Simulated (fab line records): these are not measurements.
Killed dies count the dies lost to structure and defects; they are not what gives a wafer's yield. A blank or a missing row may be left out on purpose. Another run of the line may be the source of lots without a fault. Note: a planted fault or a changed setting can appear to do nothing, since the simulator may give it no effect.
Lot-split experiment ; flow n5_finfet ; 21 wafers read from 7 lots, route of 1938 steps

== ABOUT THE SPLIT ==
At N5_MOL_CONTACT_COAG_PECVD_31 (deposits SiO2 from TEOS/O2, target thk 46 nm, time 8.9 s), the setting temp_c was moved away from the recipe's 400 C on 7 of the 21 wafers read, by -4.4% to +4.2%. This setting was run at the recipe's value on the other wafers.

== FROM THE SPLIT TO THE READING: what the file shows between them, 4 steps ==
- N5_MOL_CONTACT_COAG_COAT_75: time 60 s, resist thk 60 nm
- N5_MOL_CONTACT_COAG_COAT_76: time 60 s, resist thk 10 nm
- N5_MOL_CONTACT_COAG_ETCHBACK_135: etches SiO2 in CHF3, target depth 25 nm, time 16.7 s
- N5_MOL_CONTACT_COAG_STRIP_118: strips in CHF3

== THE READING ==
etch.depth_nm (the simulator's own value, which no gauge read), in nm, at N5_MOL_CONTACT_COAG_VIA_ETCH_46 (etches SiO2 in C4F6/O2, target depth 46 nm, overetch 9.2 nm, time 40 s). No usual value for it is given in the file. Across the 14 wafers here that went through the recipe, the average is 45.70 nm and the standard deviation 0.52 nm.

wafer;tool, chamber at the split;temp_c as run, C;against the recipe;etch.depth_nm, nm;against lot-mates on the recipe
L074.2;pecvd-01, 2;400;recipe;46.01;-
L074.3;pecvd-01, 0;382.3;-4.4%;49.43;+3.42
L074.6;pecvd-01, 0;382.3;-4.4%;50.57;+4.56
L076.1;pecvd-02, 1;400;recipe;45.74;-
L076.3;pecvd-02, 0;388.2;-3.0%;49.15;+2.72
L076.5;pecvd-02, 0;400;recipe;47.12;-
L077.1;pecvd-02, 1;391.9;-2.0%;48.06;+3.19
L077.3;pecvd-02, 2;400;recipe;44.87;-
L077.5;pecvd-02, 2;391.9;-2.0%;47.67;+2.80
L087.3;pecvd-01, 1;400;recipe;45.02;-
L087.4;pecvd-01, 2;400;recipe;46.09;-
L087.6;pecvd-01, 1;400;recipe;45.78;-
L089.2;pecvd-02, 0;400;recipe;45.82;-
L089.4;pecvd-02, 2;400;recipe;45.21;-
L089.6;pecvd-02, 0;417;+4.2%;41.22;-4.30
L090.2;pecvd-01, 1;388.9;-2.8%;47.54;+1.91
L090.4;pecvd-01, 1;400;recipe;45.53;-
L090.5;pecvd-01, 0;400;recipe;45.73;-
L091.1;pecvd-04, 1;400;recipe;45.82;-
L091.2;pecvd-04, 0,2;400;recipe;45.57;-
L091.3;pecvd-04, 0,2;400;recipe;45.56;-
The file does not say which wafer passed through which chamber wherever a row lists several chambers: such a row stands for several wafers.

FIT RESULTS
A straight line over all 21 wafers: etch.depth_nm changes by -0.996 nm for each +1% of temp_c; r = -0.96; the points scatter about the line by 0.55 nm.
The same after taking each lot's own level away (the mean of its wafers on the recipe; 21 wafers): -0.962 nm for each +1%; r = -0.96; scatter 0.54 nm.
Per that fit: largest temp_c move, reading shift of 4.3 nm.
Measured against the standard deviation above, the lots' own levels, which go from 44.870 to 46.430 nm, span 3.0 times it.
Hence the lot-to-lot level has little effect on the slope; both slopes agree.
Check: for one of the wafers moved furthest among these (-4.4%), held out of the fit, the line's prediction against its lot-mates is +4.55 nm. Against them it came out at +3.42 nm.

== THE OTHER SPLITS THESE WAFERS WENT THROUGH ==
These wafers also went through other splits before the reading. Each is held against what the fit with the lots' levels taken away leaves over:
other split on the same wafers;wafers away from the commonest value;r with etch.depth_nm (lot level and that fit taken away)
N5_MOL_CONTACT_COAG_COAT_103 spin_rpm;9;+0.23

== THE WHOLE CHAIN: every reading that the file lists as answering this split, in the file's order ==
step;what it does;reading;change (the file's fit);r (the file's)
N5_MOL_CONTACT_COAG_PECVD_31;deposits SiO2 from TEOS/O2, target thk 46 nm, time 8.9 s;SiO2_of_MOL_CONTACT_COAG_PECVD_31.thk_nm (the simulator's own value, which no gauge read);-0.951 nm for each +1% of the setting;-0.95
N5_MOL_CONTACT_COAG_VIA_ETCH_46;etches SiO2 in C4F6/O2, target depth 46 nm, overetch 9.2 nm, time 40 s;etch.depth_nm (the simulator's own value, which no gauge read);-0.95 nm for each +1% of the setting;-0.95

== FILE'S OWN FIT ==
etch.depth_nm changes by -0.95 nm for each +1% of temp_c, r = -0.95.
